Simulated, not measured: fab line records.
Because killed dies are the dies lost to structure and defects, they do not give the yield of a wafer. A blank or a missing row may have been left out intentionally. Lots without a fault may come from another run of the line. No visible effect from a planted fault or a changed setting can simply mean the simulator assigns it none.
Chamber matching | flow n5_finfet | N5_DUMMY_REMOVAL_HM_STRIP_01 on rie_diel-02 has 4 sister chambers
The step strips SiNx in CH3F/O2, stops on poly-Si, target depth 4 nm, time 6.8 s. 8 wafers are shown with their chamber, then 7 later ones without.

## EACH WAFER AND ITS CHAMBER
wafer  | chamber | drypump_motor_current_A (A) | showerhead_plenum_p_Torr (Torr)
L078.3 | 2       | 6.0                         | 1.96
L079.3 | 0       | 4.8                         | 2.05
L079.5 | 3       | 5.9                         | 1.92
L079.6 | 2       | 6.1                         | 1.96
L086.4 | 0       | 4.8                         | 2.05
L086.6 | 3       | 5.9                         | 1.91
L091.1 | 1       | 5.6                         | 1.91
L091.4 | 1       | 5.6                         | 1.91

## WAFERS WITH NO CHAMBER GIVEN
wafer  | drypump_motor_current_A (A) | showerhead_plenum_p_Torr (Torr)
L091.6 | 5.9                         | 1.91
L092.1 | 5.6                         | 1.91
L092.2 | 5.9                         | 1.91
L092.5 | 5.9                         | 1.91
L094.1 | 6.1                         | 1.95
L094.4 | 5.9                         | 1.91
L094.5 | 6.0                         | 1.95

## CHAMBER TAKEN BY EACH
wafer  | from the rows above | in truth
L091.6 | 3                   | 3
L092.1 | 1                   | 1
L092.2 | 3                   | 3
L092.5 | 3                   | 3
L094.1 | 2                   | 2
L094.4 | 3                   | 3
L094.5 | 2                   | 2
7 of 7 placed correctly. Can't be placed from these rows: 0. Placed wrongly: 0.
How it was worked out, from the rows above alone: a wafer's distance from a chamber is the root of the sum, over the readings, of the square of ((its reading less the chamber's mean) divided by the reading's scatter). The wafer belongs to the nearest chamber; if the next one is less than 2 further off, it can't be placed. For every chamber, the mean is computed from those of its wafers that are shown. The scatter: take each reading less its chamber's mean, square it, sum over the shown wafers, divide by the number of wafers less the number of chambers, and take the root.
